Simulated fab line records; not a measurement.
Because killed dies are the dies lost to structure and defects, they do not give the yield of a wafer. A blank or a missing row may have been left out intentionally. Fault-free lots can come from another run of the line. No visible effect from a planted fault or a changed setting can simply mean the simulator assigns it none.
Matching of chambers ; flow n5Finfet ; N5_BEOL_M6_ETCH_62 on rieDiel-06: 4 sister chambers
The step etches SOC in N2/H2, target depth 110 nm, overetch 22 nm, time 165 s. 4 wafers are shown with their chamber, then 7 later ones without.

== EACH WAFER AND ITS CHAMBER ==
wafer;chamber;showerheadPlenumPTorr (Torr)
L082.4;2;2.69
L082.6;1;2.45
L089.4;0;2.70
L089.5;3;2.65

== WAFERS WITHOUT THEIR CHAMBER ==
wafer;showerheadPlenumPTorr (Torr)
L089.6;2.69
L091.1;2.65
L091.4;2.68
L091.5;2.68
L097.1;2.64
L097.3;2.44
L097.5;2.64

== EACH ONE'S CHAMBER ==
wafer;from the rows above;in truth
L089.6;can't be placed: 2 or 0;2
L091.1;3;3
L091.4;can't be placed: 2 or 0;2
L091.5;can't be placed: 2 or 0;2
L097.1;3;3
L097.3;1;1
L097.5;3;3
Placed correctly: 4 of 7. Cannot be placed on the basis of these rows: 3; the candidates contain the true chamber in 3. Placed wrongly: 0.
How it was worked out, from the rows above alone: a wafer's distance from a chamber is the root of the sum, over the readings, of the square of ((its reading less the chamber's mean) divided by the reading's scatter). The wafer belongs to the nearest chamber; if the next one is less than 2 further off, it can't be placed. A chamber's mean is the mean of its shown wafers. The scatter: with one shown wafer a chamber, the root of the mean of the squares of how far each hidden wafer lies from its nearest shown one.
